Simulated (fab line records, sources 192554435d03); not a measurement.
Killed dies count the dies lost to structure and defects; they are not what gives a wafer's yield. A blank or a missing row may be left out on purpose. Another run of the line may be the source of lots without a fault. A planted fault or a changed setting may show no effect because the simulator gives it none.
Which tool was responsible?	flow n5 finfet	36 wafers from 12 lots sampled at 4 of the route's 1938 steps

## WHAT THE GAUGES SHOWED, per wafer
N5_BEOL_M6_CD_MEAS_35: target cd 40 nm, target cd y 28 nm.
lot	measured	on	cd nm (nm)
L076	day 9 03:56	cd sem-01	40.1 39.0 39.0
L077	day 9 15:03	cd sem-02	38.5 40.1 39.8
L079	day 10 05:33	cd sem-02	40.6 40.6 41.3
L081	day 10 21:02	cd sem-03	40.1 38.8 39.2
L082	day 11 07:30	cd sem-03	40.0 40.6 39.9
L085	day 12 04:17	cd sem-02	40.6 40.4 40.1
L088	day 12 06:56	cd sem-02	39.5 39.3 40.0
L091	day 12 14:05	cd sem-03	39.6 39.1 38.9
L089	day 12 18:10	cd sem-02	40.3 40.3 40.8
L093	day 13 18:02	cd sem-01	40.6 39.9 39.9
L095	day 13 21:27	cd sem-03	39.1 39.1 39.0
L096	day 14 17:56	cd sem-03	39.7 39.6 39.4

## EACH LOT AND THE TOOL THAT RAN IT (in order: tool; ch and the chambers of the sampled wafers; start)
lot	N5_BEOL_M5_STRIP_36	N5_BEOL_M5_SPUTTER_48	N5_BEOL_M6_ETCH_61
L076	rie diel-05 ch 0,1,2, day 8 15:05	pvd sputter-02, day 8 16:35	rie diel-02 ch 0,1, day 9 01:08
L077	rie diel-01 ch 1,2,3, day 9 03:36	pvd sputter-01, day 9 05:16	rie diel-02 ch 0,2,3, day 9 13:31
L079	rie diel-01 ch 2,3, day 9 17:10	pvd sputter-01, day 9 18:46	rie diel-06 ch 0,2, day 10 03:16
L081	rie diel-04 ch 0,2, day 10 07:48	pvd sputter-01, day 10 09:24	rie diel-03 ch 0,2,3, day 10 17:46
L082	rie diel-04 ch 0,3, day 10 17:01	pvd sputter-01, day 10 20:52	rie diel-06 ch 0,1, day 11 05:56
L085	rie diel-01 ch 1,2,3, day 11 14:00	pvd sputter-03, day 11 15:36	rie diel-06 ch 0,1,3, day 12 01:10
L088	rie diel-01 ch 0,1,3, day 11 17:20	pvd sputter-02, day 11 19:35	rie diel-02 ch 0,2,3, day 12 04:16
L091	rie diel-01 ch 0,1,2, day 11 23:47	pvd sputter-02, day 12 02:12	rie diel-02 ch 0,2, day 12 11:22
L089	rie diel-04 ch 0,1, day 12 06:36	pvd sputter-02, day 12 08:50	rie diel-03 ch 0,1,3, day 12 15:33
L093	rie diel-04 ch 0,1,3, day 13 04:12	pvd sputter-02, day 13 05:46	rie diel-02 ch 2,3, day 13 14:56
L095	rie diel-04 ch 0,1, day 13 10:00	pvd sputter-01, day 13 11:34	rie diel-06 ch 0,2,3, day 13 19:05
L096	rie diel-05 ch 0,1, day 14 03:38	pvd sputter-01, day 14 05:20	rie diel-02 ch 0,2, day 14 13:01
- N5_BEOL_M5_STRIP_36: strips in N2/H2.
- N5_BEOL_M5_SPUTTER_48: material Cu, target thk 15 nm, time 27.62 s.
- N5_BEOL_M6_ETCH_61: etches SiARC in CF4, target depth 45.5 nm, time 75.8 s.

## THE ANSWER, worked out from the rows above alone
Rule: the usual values come from the lots themselves. Put in order of their means at a reading, lots are off if they are a third of the lots or fewer, leave a main group of 4 or more, and stand apart from it by a gap of 3 or more times the standard deviation of the main group's means; of several such gaps the widest counts. The tables above print the reading to a certain number of digits; a main group whose means all agree to those digits is not used. Also off: a lot with no number at a reading for which 4 or more lots have one. The other lots that the step has rows for count as sound.
None of the lots is off at any reading shown; this tells nothing.

## WHAT THE SIMULATOR HAD INSERTED
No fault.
